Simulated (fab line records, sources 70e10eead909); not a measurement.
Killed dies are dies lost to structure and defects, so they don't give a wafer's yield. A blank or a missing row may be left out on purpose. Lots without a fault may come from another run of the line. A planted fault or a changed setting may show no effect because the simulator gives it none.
Chamber matching | flow nand_harc | NHARC_A_STAIRCASE_CMP_472 on cmp-02: 4 sister chambers
The step polishes SiO2. 14 wafers are shown with their chamber, then 7 later ones without.

WAFERS WITH THEIR CHAMBER
wafer  | chamber | motor_current_A (A) | slurry_flow_ml_min | retaining_ring_pressure_frac
L074.2 | 3       | 13.1                | 150.2              | 1.000
L074.4 | 0       | 12.8                | 150.9              | 0.999
L074.5 | 2       | 11.0                | 150.0              | 1.003
L076.2 | 3       | 12.8                | 149.7              | 1.001
L076.4 | 0       | 12.5                | 150.7              | 1.004
L076.5 | 0       | 12.8                | 150.8              | 1.006
L080.3 | 2       | 10.8                | 150.2              | 0.997
L080.4 | 3       | 13.0                | 150.0              | 1.003
L080.5 | 0       | 13.3                | 150.3              | 1.002
L082.3 | 2       | 11.0                | 150.6              | 1.000
L082.4 | 1       | 10.7                | 150.0              | 1.000
L082.6 | 2       | 10.6                | 150.2              | 0.993
L092.1 | 0       | 12.1                | 150.8              | 1.000
L092.3 | 2       | 11.3                | 149.8              | 1.005

SIGNATURES (means of the wafers above)
reading                      | chamber 0 | chamber 1 | chamber 2 | chamber 3 | scatter within a chamber
motor_current_A              | 12.700    | 10.700    | 10.940    | 12.967    | 0.331
slurry_flow_ml_min           | 150.700   | 150.000   | 150.160   | 149.967   | 0.264
retaining_ring_pressure_frac | 1.00220   | 1.00000   | 0.99960   | 1.00133   | 0.00359
Rule: a wafer's distance from a chamber is the root of the sum, over the readings, of the square of ((its reading less the chamber's mean) divided by the reading's scatter). The wafer belongs to the nearest chamber; if the next one is less than 2 further off, it can't be placed. The scatter: the root of (the sum of the squares of (reading less its chamber's mean) over the shown wafers, divided by (wafers less chambers)).

WAFERS WITHOUT THEIR CHAMBER
wafer  | motor_current_A (A) | slurry_flow_ml_min | retaining_ring_pressure_frac
L092.5 | 13.2                | 150.9              | 0.997
L095.1 | 12.7                | 150.4              | 1.000
L095.4 | 13.1                | 149.8              | 1.005
L095.5 | 12.4                | 150.2              | 0.995
L096.2 | 10.4                | 149.7              | 0.998
L096.4 | 12.9                | 149.8              | 1.001
L096.6 | 10.4                | 149.4              | 1.000

WHICH CHAMBER EACH WENT THROUGH
wafer  | from the rows above          | in truth
L092.5 | can't be placed: 0 or 3      | 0
L095.1 | can't be placed: 0 or 3      | 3
L095.4 | 3                            | 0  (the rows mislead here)
L095.5 | can't be placed: 3 or 0 or 2 | 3
L096.2 | can't be placed: 1 or 2      | 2
L096.4 | 3                            | 3
L096.6 | can't be placed: 1 or 2      | 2
Placed correctly: 1 of 7. Can't be placed from these rows: 5 (the true chamber is among the candidates in 5). Placed wrongly: 1.
